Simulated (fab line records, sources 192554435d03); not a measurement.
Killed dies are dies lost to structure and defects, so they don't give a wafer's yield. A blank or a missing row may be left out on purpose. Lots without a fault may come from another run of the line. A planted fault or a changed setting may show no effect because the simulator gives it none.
Which tool did it? | flow n5_finfet | 12 lots, 36 wafers sampled, at 4 steps of a route of 1938

WHAT THE GAUGES READ, wafer by wafer
N5_GATE_CUT_THK_MEAS_24.
lot  | measured     | on            | GC_FILL_THK (nm)
L075 | day 5 01:33  | film_metro-01 | 216.6 218.9 218.8
L077 | day 5 09:44  | film_metro-01 | 215.1 221.1 216.5
L079 | day 5 23:01  | film_metro-02 | 220.8 221.8 223.9
L081 | day 6 13:37  | film_metro-01 | 216.2 217.1 216.7
L083 | day 7 02:52  | film_metro-02 | 220.7 216.6 219.4
L085 | day 7 11:52  | film_metro-02 | 219.4 220.0 222.4
L087 | day 7 22:31  | film_metro-01 | 218.2 221.7 220.1
L089 | day 8 10:10  | film_metro-02 | 219.8 221.8 220.9
L091 | day 8 21:13  | film_metro-02 | 221.2 217.7 219.2
L093 | day 9 09:38  | film_metro-02 | 220.5 221.6 220.3
L095 | day 9 20:53  | film_metro-02 | 219.8 217.9 220.8
L097 | day 10 08:15 | film_metro-02 | 217.7 220.0 220.1

WHICH TOOL RAN EACH LOT (tool, then ch and the chambers of the sampled wafers, then the start)
lot  | N5_HKMG_FIN_ETCHBACK_68          | N5_GATE_CUT_ETCHBACK_30           | N5_GATE_CUT_CUT_ETCH_53
L075 | rie_metal-02 ch 1, day 4 12:04   | rie_metal-03 ch 1, day 4 14:23    | rie_metal-02 ch 1, day 4 21:20
L077 | rie_metal-03 ch 0,1, day 5 00:37 | rie_metal-02 ch 0, day 5 02:52    | rie_metal-02 ch 0, day 5 07:14
L079 | rie_metal-02 ch 0, day 5 13:57   | rie_metal-01 ch 0,1, day 5 16:06  | rie_metal-01 ch 0, day 5 20:08
L081 | rie_metal-03 ch 0, day 6 04:40   | rie_metal-03 ch 0, day 6 07:04    | rie_metal-03 ch 0, day 6 11:07
L083 | rie_metal-03 ch 0, day 6 18:31   | rie_metal-02 ch 0,1, day 6 20:39  | rie_metal-02 ch 0,1, day 7 00:38
L085 | rie_metal-03 ch 0,1, day 7 03:33 | rie_metal-01 ch 0,1, day 7 05:34  | rie_metal-01 ch 0,1, day 7 09:33
L087 | rie_metal-02 ch 0,1, day 7 14:13 | rie_metal-02 ch 1, day 7 16:14    | rie_metal-03 ch 0,1, day 7 20:15
L089 | rie_metal-01 ch 0,1, day 8 01:12 | rie_metal-01 ch 0,1, day 8 03:13  | rie_metal-03 ch 0,1, day 8 07:56
L091 | rie_metal-02 ch 0,1, day 8 13:06 | rie_metal-03 ch 0,1, day 8 15:07  | rie_metal-01 ch 0,1, day 8 18:59
L093 | rie_metal-01 ch 0,1, day 9 01:09 | rie_metal-03 ch 0,1, day 9 03:10  | rie_metal-02 ch 0, day 9 07:25
L095 | rie_metal-01 ch 0,1, day 9 12:29 | rie_metal-02 ch 0,1, day 9 14:30  | rie_metal-02 ch 0,1, day 9 18:34
L097 | rie_metal-03 ch 0,1, day 9 23:31 | rie_metal-02 ch 0,1, day 10 01:33 | rie_metal-03 ch 0,1, day 10 05:45
- N5_HKMG_FIN_ETCHBACK_68: etches the open film in Cl2/Ar, stops on HfO2, target depth 0.5 nm.
- N5_GATE_CUT_ETCHBACK_30: etches TiN in Cl2/Ar, target depth 3 nm.
- N5_GATE_CUT_CUT_ETCH_53: etches W in SF6/Cl2, target depth 79.2 nm.

THE ANSWER, worked out from the rows above alone
Rule: what is usual is taken from the lots themselves. Put in order of their means at a reading, lots are off if they are a third of the lots or fewer, leave a main group of 4 or more, and stand apart from it by a gap of 3 or more times the standard deviation of the main group's means; of several such gaps the widest counts. A main group whose means are all the same, to the digits that the tables above print for the reading, isn't used. A lot without any number at a reading at which 4 lots or more have one is off too. The other lots that the step has rows for count as sound.
No lot is off at any reading shown: from this, nothing can be told.

WHAT THE SIMULATOR HAD PUT IN
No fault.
